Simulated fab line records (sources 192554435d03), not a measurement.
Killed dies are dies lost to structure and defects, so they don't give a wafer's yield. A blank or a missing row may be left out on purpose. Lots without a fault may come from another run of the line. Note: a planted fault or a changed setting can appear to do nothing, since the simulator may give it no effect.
What tool caused it? -- flow n5_finfet -- 8 lots, 24 wafers sampled, at 5 steps of a route of 1938

WHAT THE GAUGES READ, wafer by wafer
N5_BEOL_M4_RC_MEAS_101.
lot,measured,on,DIBL_N (mV/V)
L920,day 9 10:52,prober-02,33.9 37.5 35.4
L921,day 10 02:00,prober-02,32.7 34.2 35.7
L922,day 9 23:12,prober-01,35.3 35.7 32.9
L933,day 12 16:12,prober-02,35.5 34.0 36.1
L934,day 12 22:46,prober-01,37.1 35.1 37.7
L935,day 12 17:22,prober-01,39.2 34.6 35.4
L937,day 14 04:22,prober-01,36.3 36.6 35.2
L938,day 14 07:43,prober-02,37.5 37.7 36.6

WHAT TOOL EACH LOT RAN ON (gives the tool, then ch and the chambers of the sampled wafers, and finally the start)
lot,N5_MOL_CONTACT_COAG_ETCHBACK_132,N5_MOL_CONTACT_COAG_ETCH_65,N5_MOL_CONTACT_COAG_ETCH_67,N5_MOL_CONTACT_COAG_ETCH_124
L920,"rie_diel-06 ch 0,1,2, day 6 05:22","rie_diel-01 ch 0,1,3, day 6 06:28","rie_diel-05 ch 0,1,2, day 6 06:48","rie_diel-05 ch 0,1,2, day 6 06:57"
L921,"rie_diel-01 ch 0,2,3, day 6 12:11","rie_diel-06 ch 0,2,3, day 6 13:11","rie_diel-01 ch 0,1,2, day 6 13:53","rie_diel-01 ch 0,1,2, day 6 14:02"
L922,"rie_diel-05 ch 0,2, day 6 15:32","rie_diel-05 ch 1,2,3, day 6 16:30","rie_diel-05 ch 0,1,2, day 6 16:49","rie_diel-05 ch 0,1,2, day 6 16:58"
L933,"rie_diel-06 ch 0,3, day 9 08:37","rie_diel-05 ch 0,1, day 9 09:38","rie_diel-05 ch 0,1,3, day 9 09:58","rie_diel-05 ch 0,1,3, day 9 10:07"
L934,"rie_diel-05 ch 0,3, day 9 14:35","rie_diel-01 ch 1,2,3, day 9 15:41","rie_diel-05 ch 0,1, day 9 16:28","rie_diel-05 ch 0,1, day 9 16:37"
L935,"rie_diel-06 ch 0,2,3, day 9 20:34","rie_diel-01 ch 0,3, day 9 21:32","rie_diel-05 ch 1,3, day 9 21:51","rie_diel-05 ch 1,3, day 9 22:00"
L937,"rie_diel-01 ch 1,2,3, day 10 12:10","rie_diel-01 ch 0,2, day 10 13:09","rie_diel-01 ch 0,2,3, day 10 13:28","rie_diel-01 ch 0,2,3, day 10 13:37"
L938,"rie_diel-05 ch 0,2,3, day 10 16:32","rie_diel-05 ch 0,2,3, day 10 17:46","rie_diel-05 ch 0,2,3, day 10 18:05","rie_diel-05 ch 0,2,3, day 10 18:14"
- N5_MOL_CONTACT_COAG_ETCHBACK_132: etches SiO2 in CHF3, target depth 10 nm, time 6.7 s.
- N5_MOL_CONTACT_COAG_ETCH_65: etches underlayer in N2/H2, target depth 13 nm, time 10.4 s.
- N5_MOL_CONTACT_COAG_ETCH_67: etches SOC in N2/H2, target depth 60 nm, overetch 21 nm, time 101.2 s.
- N5_MOL_CONTACT_COAG_ETCH_124: etches SiNx in CH3F/O2, stops on SiOC, target depth 6.5 nm.

THE ANSWER, worked out from the rows above alone
Rule: usual is defined by the lots themselves. The widest of any qualifying gaps counts: lots, ordered by their means at a reading, are off when they make up no more than a third of the lots, leave a main group of 4 or more, and stand apart from it by 3 or more times the standard deviation of that group's means. The tables above print the reading to a certain number of digits; a main group whose means all agree to those digits is not used. A lot without any number at a reading at which 4 lots or more have one is off too. The other lots that the step has rows for count as sound.
No lot is off at any reading shown: from this, nothing can be told.

WHAT THE SIMULATOR HAD INSERTED
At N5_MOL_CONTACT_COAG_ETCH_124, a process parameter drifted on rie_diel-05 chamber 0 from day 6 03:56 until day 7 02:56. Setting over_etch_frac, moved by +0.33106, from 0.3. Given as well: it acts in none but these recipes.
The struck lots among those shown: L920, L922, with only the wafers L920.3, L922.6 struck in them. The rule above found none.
